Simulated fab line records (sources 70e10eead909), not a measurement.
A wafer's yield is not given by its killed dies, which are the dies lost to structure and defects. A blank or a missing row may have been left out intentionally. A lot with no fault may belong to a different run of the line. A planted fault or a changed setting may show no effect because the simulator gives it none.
8D (eight disciplines) problem report, filled in by code / flow nandHarc / the parts of the form that need people (team, actions taken, sign-off) are left out

## 1. THE ISSUE
Wafers without a fault read 997 nm, standard deviation 11; thkNm at NHARC_A_ONON_D1_THK_MEAS_27 reads a mean of 1338 nm on 2 wafers belonging to 2 lots. That puts it +31 standard deviations away from the usual mean.
The step: measures by ellipsometry.
Earliest sighting: wafer L419.2 on filmMetro-01 at day 9 13:26. The record holds 39 wafers of 13 lots with a number at this step. The rule behind "out" and "out of limits": a value lying over 4 standard deviations away from the usual mean. Any other wafer with a number is counted as sound.

## 2. WHAT THIS IS AND IS NOT
question=which readings at this step | is=thkNm | is not=-
question=which lots | is=L419, L421 | is not=L416, L417, L420, L422, L428, L430, L431, L433, L435, L436, L437
question=which wafers of those lots | is=L419.2, L421.2 | is not=L419.1, L419.6, L421.3, L421.4
question=read on which gauges | is=filmMetro-01 | is not=filmMetro-02
question=when | is=from day 9 13:26 | is not=up to then (8 sound wafers); but 29 sound wafers of L420, L421, L422, L428, L430, L431, L433, L435, L436, L437 came after

## 3. WHAT RULES OUT EACH SUSPECT
Counting: if a tool at a process step up to the reading ran every lot that is out, it stays a suspect. Sound lots after the first of them don't rule it out here, since some wafers of a struck lot are sound.
- the gauge at NHARC_A_ONON_D1_THK_MEAS_27 is ruled out. All the wafers that are out were read on filmMetro-01, but those of them that NHARC_END_SORT_01 has rows for are out there too, on other tools.
- pecvdOnon-04 at NHARC_A_ONON_D1_DEP_25 (target thk 1000 nm): kept. Ran every lot that is out, first one L419 (day 9 12:56); last sound lot up to then L417 (day 9 01:40).
The count leaves pecvdOnon-04 at NHARC_A_ONON_D1_DEP_25.

## 4. THE CAUSE (what the simulator had put in)
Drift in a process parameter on pecvdOnon-04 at NHARC_A_ONON_D1_DEP_25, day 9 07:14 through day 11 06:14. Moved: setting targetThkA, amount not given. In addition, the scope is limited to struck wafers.
Only this tool survived the counting.

## 5. THE EFFECT CHAIN, in route order
Each row: a reading where the mean over the struck wafers with a number is more than 3 standard deviations away from the usual. Only readings whose record carries a usual standard deviation are examined. hours: median over the lots of the time between each lot's start at the first step of this table that gives one and its start at this step. sigmas: the change, counted in usual standard deviations.
hours=0; step=NHARC_A_ONON_D1_THK_MEAS_27; reading=thkNm; usual=997 nm; on struck wafers=1338; change=+340; sigmas=+31
hours=374; step=NHARC_END_SORT_01; reading=killedAtArray; usual=49; on struck wafers=669; change=+620; sigmas=+33
hours=374; step=NHARC_END_SORT_01; reading=killedDies; usual=54; on struck wafers=677; change=+623; sigmas=+33

## 6. HOW IT WOULD HAVE BEEN CAUGHT EARLIER
In this record the first reading out of limits at a measuring or inspecting step was taken at day 9 13:26, 6 hours after the fault began at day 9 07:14.
Lots out: 2; of these, L421 started NHARC_A_ONON_D1_DEP_25 on pecvdOnon-04 after day 9 13:26. It would have been spared by a hold on the tool at that moment.
